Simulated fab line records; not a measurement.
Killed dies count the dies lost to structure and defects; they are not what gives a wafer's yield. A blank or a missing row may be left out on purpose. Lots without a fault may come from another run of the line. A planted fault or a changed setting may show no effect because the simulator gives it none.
Lot-split experiment :: flow n5_finfet :: on a route of 1938 steps: 7 lots, 21 wafers read

## THE SPLIT
At N5_MOL_CONTACT_COAG_COAT_58 (time 60 s, resist thk 10 nm), the setting spin_rpm was moved away from the recipe's 1500 rpm on 10 of the 21 wafers read, by -9.1% to +9.8%. For the rest of the wafers, this setting stayed at what the recipe calls for.

## FROM THE SPLIT TO THE READING: what the file shows between them, 3 steps
- N5_MOL_CONTACT_COAG_COAT_02: resist thk 30 nm
- N5_MOL_CONTACT_COAG_EBR_04
- N5_MOL_CONTACT_COAG_DESCUM_13: chemistry O2, time 7 s

## THE READING
etch.depth_nm (the simulator's own value, which no gauge read), in nm, at N5_MOL_CONTACT_COAG_ETCH_59 (etches underlayer in N2/H2, target depth 13 nm, time 10.4 s). There is no usual value for it anywhere in the file. Across the 11 wafers here that went through the recipe, the average is 10.000 nm and the standard deviation 0.038 nm.

wafer: L074.1
tool, chamber at the split: litho_track-05, 0
spin_rpm as run, rpm: 1500
against the recipe: recipe
etch.depth_nm, nm: 10
against lot-mates on the recipe: -

wafer: L074.2
tool, chamber at the split: litho_track-05, 0
spin_rpm as run, rpm: 1500
against the recipe: recipe
etch.depth_nm, nm: 10.02
against lot-mates on the recipe: -

wafer: L074.5
tool, chamber at the split: litho_track-05, 0
spin_rpm as run, rpm: 1500
against the recipe: recipe
etch.depth_nm, nm: 10.01
against lot-mates on the recipe: -

wafer: L078.1
tool, chamber at the split: litho_track-02, 0
spin_rpm as run, rpm: 1500
against the recipe: recipe
etch.depth_nm, nm: 10.03
against lot-mates on the recipe: -

wafer: L078.3
tool, chamber at the split: litho_track-02, 0
spin_rpm as run, rpm: 1500
against the recipe: recipe
etch.depth_nm, nm: 10.03
against lot-mates on the recipe: -

wafer: L078.6
tool, chamber at the split: litho_track-02, 0
spin_rpm as run, rpm: 1500
against the recipe: recipe
etch.depth_nm, nm: 10.06
against lot-mates on the recipe: -

wafer: L080.1
tool, chamber at the split: litho_track-03, 0
spin_rpm as run, rpm: 1414
against the recipe: -5.7%
etch.depth_nm, nm: 10.3
against lot-mates on the recipe: +0.294

wafer: L080.4
tool, chamber at the split: litho_track-03, 0
spin_rpm as run, rpm: 1500
against the recipe: recipe
etch.depth_nm, nm: 9.992
against lot-mates on the recipe: -

wafer: L080.5
tool, chamber at the split: litho_track-03, 0
spin_rpm as run, rpm: 1500
against the recipe: recipe
etch.depth_nm, nm: 10.02
against lot-mates on the recipe: -

wafer: L083.3
tool, chamber at the split: litho_track-02, 0
spin_rpm as run, rpm: 1437
against the recipe: -4.2%
etch.depth_nm, nm: 10.25
against lot-mates on the recipe: no lot-mate on the recipe

wafer: L083.5
tool, chamber at the split: litho_track-02, 0
spin_rpm as run, rpm: 1437
against the recipe: -4.2%
etch.depth_nm, nm: 10.27
against lot-mates on the recipe: no lot-mate on the recipe

wafer: L083.6
tool, chamber at the split: litho_track-02, 0
spin_rpm as run, rpm: 1437
against the recipe: -4.2%
etch.depth_nm, nm: 10.24
against lot-mates on the recipe: no lot-mate on the recipe

wafer: L085.1
tool, chamber at the split: litho_track-03, 0
spin_rpm as run, rpm: 1378
against the recipe: -8.1%
etch.depth_nm, nm: 10.38
against lot-mates on the recipe: +0.415

wafer: L085.5
tool, chamber at the split: litho_track-03, 0
spin_rpm as run, rpm: 1378
against the recipe: -8.1%
etch.depth_nm, nm: 10.42
against lot-mates on the recipe: +0.455

wafer: L085.6
tool, chamber at the split: litho_track-03, 0
spin_rpm as run, rpm: 1500
against the recipe: recipe
etch.depth_nm, nm: 9.965
against lot-mates on the recipe: -

wafer: L088.2
tool, chamber at the split: litho_track-02, 0
spin_rpm as run, rpm: 1363
against the recipe: -9.1%
etch.depth_nm, nm: 10.49
against lot-mates on the recipe: no lot-mate on the recipe

wafer: L088.5
tool, chamber at the split: litho_track-02, 0
spin_rpm as run, rpm: 1363
against the recipe: -9.1%
etch.depth_nm, nm: 10.48
against lot-mates on the recipe: no lot-mate on the recipe

wafer: L088.6
tool, chamber at the split: litho_track-02, 0
spin_rpm as run, rpm: 1363
against the recipe: -9.1%
etch.depth_nm, nm: 10.47
against lot-mates on the recipe: no lot-mate on the recipe

wafer: L097.1
tool, chamber at the split: litho_track-03, 0
spin_rpm as run, rpm: 1500
against the recipe: recipe
etch.depth_nm, nm: 9.954
against lot-mates on the recipe: -

wafer: L097.2
tool, chamber at the split: litho_track-03, 0
spin_rpm as run, rpm: 1500
against the recipe: recipe
etch.depth_nm, nm: 9.922
against lot-mates on the recipe: -

wafer: L097.6
tool, chamber at the split: litho_track-03, 0
spin_rpm as run, rpm: 1647
against the recipe: +9.8%
etch.depth_nm, nm: 9.492
against lot-mates on the recipe: -0.446

THE FIT
A straight line over all 21 wafers: etch.depth_nm changes by -0.052 nm for each +1% of spin_rpm; r = -0.99; the points scatter about the line by 0.034 nm.
The same after taking each lot's own level away (the mean of its wafers on the recipe; 15 wafers): -0.0499 nm for each +1%; r = -1.00; scatter 0.02 nm.
According to that fit, moving spin_rpm by its largest amount changes the reading by 0.49 nm.
From 9.9380 to 10.0400 nm: that is the span of the lots' own levels, equal to 2.7 times the standard deviation above.
The two slopes are in agreement: the lot-to-lot level therefore moves the slope only a little.
Check: -0.52 nm against its lot-mates is what the line predicts for one of the wafers moved furthest among these (+9.8%) when that wafer is left out of the fit. Against them it came out at -0.446 nm.

## THE WHOLE CHAIN: every reading that the file lists as answering this split, in the file's order
step: N5_MOL_CONTACT_COAG_COAT_58
what it does: time 60 s, resist thk 10 nm
reading: underlayer_of_MOL_CONTACT_COAG_COAT_58.thk_nm (the simulator's own value, which no gauge read)
change (the file's fit): -0.0527 nm for each +1% of the setting
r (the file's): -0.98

step: N5_MOL_CONTACT_COAG_ETCH_59
what it does: etches underlayer in N2/H2, target depth 13 nm, time 10.4 s
reading: CAR-EUV_of_MOL_CONTACT_COAG_COAT_02.thk_nm (the simulator's own value, which no gauge read)
change (the file's fit): +0.0702 nm for each +1% of the setting
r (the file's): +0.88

step: N5_MOL_CONTACT_COAG_ETCH_59
what it does: etches underlayer in N2/H2, target depth 13 nm, time 10.4 s
reading: etch.depth_nm (the simulator's own value, which no gauge read)
change (the file's fit): -0.049 nm for each +1% of the setting
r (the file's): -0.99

## THE FILE'S OWN FIT
etch.depth_nm changes by -0.049 nm for each +1% of spin_rpm, r = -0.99.
